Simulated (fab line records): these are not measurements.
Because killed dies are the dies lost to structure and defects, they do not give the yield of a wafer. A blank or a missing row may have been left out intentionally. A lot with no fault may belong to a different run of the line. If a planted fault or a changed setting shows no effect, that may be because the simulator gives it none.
fab line records + flow n5-finfet
record
- lots=13
- wafers=36
- last-day=19
route steps=1938 shown BEOL_M10@1522 BEOL_M11@1539
lots with no fault: from the same line, run without faults
start-h: hours from the record's first day to the start of the lot's first wafer shown + wait-h: hours from the lot's prior step to this one + " identical to the entry in the row above + L1.1+2: a row that stands for several wafers + - no value present, or no start provided + * or withheld: withheld + < > ~ a bound
route shown NAME@n: a module of which the file shows steps, and the number in the route of the first + usual: the fault-free wafers' mean and standard deviation + same: alike in all rows + chamber/n: place in a boat + sites: per-site readings + _std_site: standard deviation across them + _edge_site: mean of outer sites minus mean of inner sites + radius-mm: how far each site lies from the wafer's centre + mask NAME#n: copy n + behind: the most recent tool/chamber to have shaped the wafer + hold: the reason the lot was held/the length of the hold in hours/how it ended + device: names the non-switching transistor (n, p or np) + end of line: tests of these same wafers at the route's end + for a step that has no rows: nothing shown but its recipe + killed: dies that structure and defects cost at the first sort, which is not the same as the wafer's yield + map: shows each die of a wafer: x if killed, . if not, _ if none is there
set.NAME: setting as actually run; set.NAME@STEP: the setting as run at that earlier step + model.NAME: the simulator's own value behind a step, which no gauge read
one table for each step of the route and one row for each wafer, over a sample of lots
services: a tool's chamber out of use, with start hour (start-h, from the record's first day; less than 0 if before it), hours out, and reason
## steps
# step N5_BEOL_M10_DEGAS_44
# recipe
- ambient=vacuum
- temp-c=250
- time-s=60
# usual
- heater-power-w=332/27
| lot.wafer | tool           | chamber | start-h | wait-h | heater-power-w |
|-----------|----------------|---------|---------|--------|----------------|
| L692.1    | pvd-sputter-03 | -       | 221.78  | 0.3    | 343            |
| L692.3    | "              | -       | "       | "      | 402            |
| L693.1    | pvd-sputter-03 | -       | 224.60  | 0.8    | 373            |
| L693.2    | "              | -       | "       | "      | 343            |
| L693.5    | "              | -       | "       | "      | 395            |
| L694.1    | pvd-sputter-01 | -       | 231.57  | 0.4    | 314            |
| L694.2    | "              | -       | "       | "      | 303            |
| L694.5    | "              | -       | "       | "      | 317            |
| L696.1    | pvd-sputter-03 | -       | 242.42  | 1.9    | 351            |
| L696.3    | "              | -       | "       | "      | 312            |
| L696.6    | "              | -       | "       | "      | 312            |
| L700.1    | pvd-sputter-01 | -       | 256.83  | 0.6    | 338            |
| L700.2    | "              | -       | "       | "      | 315            |
| L700.5    | "              | -       | "       | "      | 319            |
| L703.2    | pvd-sputter-01 | -       | 273.05  | 0.2    | 330            |
| L703.5    | "              | -       | "       | "      | 312            |
| L705.4    | pvd-sputter-02 | -       | 302.67  | 0.2    | 321            |
| L705.5    | "              | -       | "       | "      | 322            |
| L705.6    | "              | -       | "       | "      | 317            |
| L709.2    | pvd-sputter-03 | -       | 319.00  | 0.6    | 353            |
| L709.4    | "              | -       | "       | "      | 391            |
| L711.3    | pvd-sputter-02 | -       | 366.65  | 0.2    | 356            |
| L711.5    | "              | -       | "       | "      | 322            |
| L711.6    | "              | -       | "       | "      | 307            |
| L712.1    | pvd-sputter-01 | -       | 379.32  | 0.7    | 317            |
| L712.4    | "              | -       | "       | "      | 300            |
| L712.5    | "              | -       | "       | "      | 317            |
| L714.2    | pvd-sputter-01 | -       | 379.48  | 0.4    | 314            |
| L714.5    | "              | -       | "       | "      | 304            |
| L714.6    | "              | -       | "       | "      | 319            |
| L715.1    | pvd-sputter-03 | -       | 399.91  | 1.7    | 406            |
| L715.3    | "              | -       | "       | "      | 309            |
| L715.6    | "              | -       | "       | "      | 308            |
| L713.2    | pvd-sputter-01 | -       | 411.24  | 0.2    | 323            |
| L713.3    | "              | -       | "       | "      | 314            |
| L713.6    | "              | -       | "       | "      | 323            |
# step N5_BEOL_M10_SPUTTER_48
# recipe
- material=Cu
- target-thk-a=120
- temp-c=-20
- bias-v=60
- power-w=26000
- chamber-pressure-pa=0.13
- time-s=2
# usual
- cathode-dc-power-W=26000/4.2
- throttle-valve-pct=30.3/1.3
| lot.wafer | tool           | chamber | start-h | wait-h | cathode-dc-power-W | throttle-valve-pct |
|-----------|----------------|---------|---------|--------|--------------------|--------------------|
| L692.1    | pvd-sputter-02 | -       | 222.69  | 0.2    | 26004              | 30.7               |
| L692.3    | "              | -       | "       | "      | 25999              | 30.0               |
| L693.1    | pvd-sputter-03 | -       | 225.44  | 0.1    | 26002              | 28.8               |
| L693.2    | "              | -       | "       | "      | 25999              | 30.3               |
| L693.5    | "              | -       | "       | "      | 26004              | 28.9               |
| L694.1    | pvd-sputter-03 | -       | 232.16  | 0.1    | 25999              | 27.5               |
| L694.2    | "              | -       | "       | "      | 26001              | 30.2               |
| L694.5    | "              | -       | "       | "      | 25992              | 30.5               |
| L696.1    | pvd-sputter-01 | -       | 243.05  | 0.1    | 25997              | 31.2               |
| L696.3    | "              | -       | "       | "      | 25999              | 32.6               |
| L696.6    | "              | -       | "       | "      | 26001              | 31.1               |
| L700.1    | pvd-sputter-02 | -       | 259.15  | 0.1    | 26008              | 31.7               |
| L700.2    | "              | -       | "       | "      | 26000              | 30.4               |
| L700.5    | "              | -       | "       | "      | 26005              | 29.8               |
| L703.2    | pvd-sputter-03 | -       | 273.88  | 0.2    | 25997              | 30.4               |
| L703.5    | "              | -       | "       | "      | 25996              | 30.1               |
| L705.4    | pvd-sputter-02 | -       | 304.75  | 0.8    | 31531              | 31.8               |
| L705.5    | "              | -       | "       | "      | 31538              | 31.8               |
| L705.6    | "              | -       | "       | "      | 25990              | 30.1               |
| L709.2    | pvd-sputter-01 | -       | 319.62  | 0.1    | 25999              | 32.4               |
| L709.4    | "              | -       | "       | "      | 26001              | 31.4               |
| L711.3    | pvd-sputter-01 | -       | 369.07  | 1.6    | 26001              | 31.4               |
| L711.5    | "              | -       | "       | "      | 25999              | 32.6               |
| L711.6    | "              | -       | "       | "      | 25999              | 31.1               |
| L712.1    | pvd-sputter-03 | -       | 380.27  | 0.1    | 25997              | 29.2               |
| L712.4    | "              | -       | "       | "      | 25998              | 30.0               |
| L712.5    | "              | -       | "       | "      | 25992              | 27.6               |
| L714.2    | pvd-sputter-03 | -       | 380.35  | 0.1    | 26004              | 27.4               |
| L714.5    | "              | -       | "       | "      | 26006              | 27.4               |
| L714.6    | "              | -       | "       | "      | 26004              | 30.3               |
| L715.1    | pvd-sputter-01 | -       | 400.55  | 0.1    | 26005              | 31.1               |
| L715.3    | "              | -       | "       | "      | 26002              | 30.7               |
| L715.6    | "              | -       | "       | "      | 25997              | 31.1               |
| L713.2    | pvd-sputter-02 | -       | 413.72  | 1.8    | 26002              | 30.1               |
| L713.3    | "              | -       | "       | "      | 26001              | 30.5               |
| L713.6    | "              | -       | "       | "      | 26001              | 31.9               |
# step N5_BEOL_M10_INSPECT_58
# recipe
- inspect-instrument=darkfield
- mode=post-dep
# usual
- raw-defect-count=69/22
| lot.wafer | tool              | chamber | start-h | wait-h | raw-defect-count |
|-----------|-------------------|---------|---------|--------|------------------|
| L692.1    | defect-inspect-01 | -       | 223.84  | 0.0    | 50               |
| L692.3    | "                 | -       | "       | "      | 80               |
| L693.1    | defect-inspect-02 | -       | 226.91  | 0.0    | 49               |
| L693.2    | "                 | -       | "       | "      | 42               |
| L693.5    | "                 | -       | "       | "      | 51               |
| L694.1    | defect-inspect-02 | -       | 233.14  | 0.0    | 63               |
| L694.2    | "                 | -       | "       | "      | 81               |
| L694.5    | "                 | -       | "       | "      | 59               |
| L696.1    | defect-inspect-02 | -       | 244.27  | 0.0    | 36               |
| L696.3    | "                 | -       | "       | "      | 73               |
| L696.6    | "                 | -       | "       | "      | 89               |
| L700.1    | defect-inspect-01 | -       | 260.22  | 0.0    | 57               |
| L700.2    | "                 | -       | "       | "      | 37               |
| L700.5    | "                 | -       | "       | "      | 62               |
| L703.2    | defect-inspect-02 | -       | 275.01  | 0.0    | 59               |
| L703.5    | "                 | -       | "       | "      | 63               |
| L705.4    | defect-inspect-02 | -       | 305.73  | 0.0    | 118              |
| L705.5    | "                 | -       | "       | "      | 118              |
| L705.6    | "                 | -       | "       | "      | 74               |
| L709.2    | defect-inspect-01 | -       | 320.65  | 0.0    | 78               |
| L709.4    | "                 | -       | "       | "      | 47               |
| L711.3    | defect-inspect-01 | -       | 370.17  | 0.0    | 52               |
| L711.5    | "                 | -       | "       | "      | 46               |
| L711.6    | "                 | -       | "       | "      | 52               |
| L712.1    | defect-inspect-01 | -       | 382.23  | 0.0    | 47               |
| L712.4    | "                 | -       | "       | "      | 72               |
| L712.5    | "                 | -       | "       | "      | 94               |
| L714.2    | defect-inspect-01 | -       | 383.36  | 0.0    | 79               |
| L714.5    | "                 | -       | "       | "      | 75               |
| L714.6    | "                 | -       | "       | "      | 43               |
| L715.1    | defect-inspect-01 | -       | 401.71  | 0.0    | 94               |
| L715.3    | "                 | -       | "       | "      | 54               |
| L715.6    | "                 | -       | "       | "      | 114              |
| L713.2    | defect-inspect-01 | -       | 414.98  | 0.0    | 58               |
| L713.3    | "                 | -       | "       | "      | 54               |
| L713.6    | "                 | -       | "       | "      | 63               |
# step N5_BEOL_M11_PECVD_70
# recipe
- material=SiO2
- target-thk-a=200
- temp-c=400
- precursor=TEOS/O2
- pressure-torr=5.5
- rf-w=450
- teos-flow-sccm=53.8
- gas=O2
- flow-sccm=3000
- time-s=22.7
# usual
- heater-power-w=715/100
- showerhead-plenum-p-Torr=8.81/0.085
- throttle-valve-pct=22.9/1.8
| lot.wafer | tool     | chamber | start-h | wait-h | heater-power-w | showerhead-plenum-p-Torr | throttle-valve-pct |
|-----------|----------|---------|---------|--------|----------------|--------------------------|--------------------|
| L692.1    | pecvd-04 | 0       | 224.53  | 0.0    | 830            | 8.72                     | 25.1               |
| L692.3    | "        | 2       | "       | "      | 736            | 8.82                     | 22.1               |
| L693.1    | pecvd-03 | 0       | 228.10  | 0.0    | 818            | 8.97                     | 24.1               |
| L693.2    | "        | 2       | "       | "      | 463            | 8.78                     | 19.6               |
| L693.5    | "        | 2       | "       | "      | 466            | 8.76                     | 19.5               |
| L694.1    | pecvd-03 | 1       | 233.97  | 0.2    | 812            | 8.91                     | 23.8               |
| L694.2    | "        | 2       | "       | "      | 545            | 8.79                     | 19.5               |
| L694.5    | "        | 2       | "       | "      | 540            | 8.81                     | 19.6               |
| L696.1    | pecvd-04 | 2       | 244.94  | 0.0    | 671            | 8.82                     | 21.9               |
| L696.3    | "        | 1       | "       | "      | 667            | 8.73                     | 23.6               |
| L696.6    | "        | 1       | "       | "      | 524            | 8.72                     | 23.4               |
| L700.1    | pecvd-03 | 1       | 261.36  | 0.0    | 687            | 8.91                     | 24.0               |
| L700.2    | "        | 0       | "       | "      | 732            | 8.93                     | 24.1               |
| L700.5    | "        | 1       | "       | "      | 701            | 8.89                     | 23.7               |
| L703.2    | pecvd-04 | 0       | 275.68  | 0.0    | 746            | 8.70                     | 25.2               |
| L703.5    | "        | 2       | "       | "      | 626            | 8.82                     | 22.5               |
| L705.4    | pecvd-04 | 2       | 306.41  | 0.1    | 771            | 8.84                     | 22.3               |
| L705.5    | "        | 0       | "       | "      | 818            | 8.72                     | 25.1               |
| L705.6    | "        | 1       | "       | "      | 592            | 8.71                     | 23.9               |
| L709.2    | pecvd-03 | 2       | 321.31  | 0.0    | 561            | 8.75                     | 20.0               |
| L709.4    | "        | 2       | "       | "      | 551            | 8.77                     | 19.9               |
| L711.3    | pecvd-04 | 1       | 370.83  | 0.0    | 650            | 8.72                     | 23.6               |
| L711.5    | "        | 2       | "       | "      | 732            | 8.83                     | 22.5               |
| L711.6    | "        | 1       | "       | "      | 653            | 8.72                     | 23.5               |
| L712.1    | pecvd-03 | 0       | 382.90  | 0.0    | 754            | 8.95                     | 24.2               |
| L712.4    | "        | 2       | "       | "      | 559            | 8.80                     | 20.0               |
| L712.5    | "        | 1       | "       | "      | 697            | 8.91                     | 23.5               |
| L714.2    | pecvd-03 | 2       | 384.02  | 0.0    | 560            | 8.78                     | 19.9               |
| L714.5    | "        | 0       | "       | "      | 772            | 8.98                     | 24.2               |
| L714.6    | "        | 2       | "       | "      | 565            | 8.78                     | 20.1               |
| L715.1    | pecvd-04 | 0       | 402.37  | 0.0    | 909            | 8.73                     | 25.1               |
| L715.3    | "        | 0       | "       | "      | 887            | 8.73                     | 25.4               |
| L715.6    | "        | 0       | "       | "      | 909            | 8.73                     | 25.1               |
| L713.2    | pecvd-04 | 2       | 415.67  | 0.0    | 801            | 8.84                     | 22.4               |
| L713.3    | "        | 1       | "       | "      | 602            | 8.73                     | 21.0               |
| L713.6    | "        | 0       | "       | "      | 830            | 8.73                     | 25.0               |
## services
| tool           | chamber | start-h | hours | kind                          |
|----------------|---------|---------|-------|-------------------------------|
| pecvd-04       | 0       | 231.97  | 6.2   | repair                        |
| pvd-sputter-02 | -       | 269.38  | 29.2  | repair                        |
| pecvd-04       | 1       | 281.92  | 2.1   | scheduled-down                |
| pecvd-04       | 2       | 311.99  | 5.5   | scheduled-down                |
| pvd-sputter-03 | -       | 355.87  | 6.6   | repair                        |
| pecvd-04       | 1       | 383.62  | -     | clean                         |
| pecvd-04       | 1       | 383.62  | -     | consumable-replace:showerhead |
| pecvd-04       | 1       | 383.62  | 29.0  | scheduled-down                |
| pecvd-04       | 1       | 383.62  | 29.0  | vent-cycle                    |
| pvd-sputter-02 | -       | 394.55  | 4.0   | repair                        |
| pecvd-03       | -       | 410.66  | 1.0   | repair                        |
## key
first-sign
- step=N5_BEOL_M10_SPUTTER_48
- reading=cathode-dc-power-W
- direction=up
- sigmas=99+
- usual=*
- struck=*
effect none on later readings
met-at N5_BEOL_M10_SPUTTER_48
struck-lots L705
struck-wafers L705.4,L705.5
not-acting-at N5_BEOL_M10_DEGAS_44,N5_BEOL_M10_INSPECT_58,N5_BEOL_M11_PECVD_70
onset-between 259.15 304.75
fault
- kind=process-parameter-drift
- tool=pvd-sputter-02
- chamber=-
- onset-h=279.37
- steps=N5_BEOL_M10_SPUTTER_48
- channel=power-w
- offset=*
- shape=step
- end-h=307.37
- acts-in=*
- stated=*
- scope=struck-wafers-only
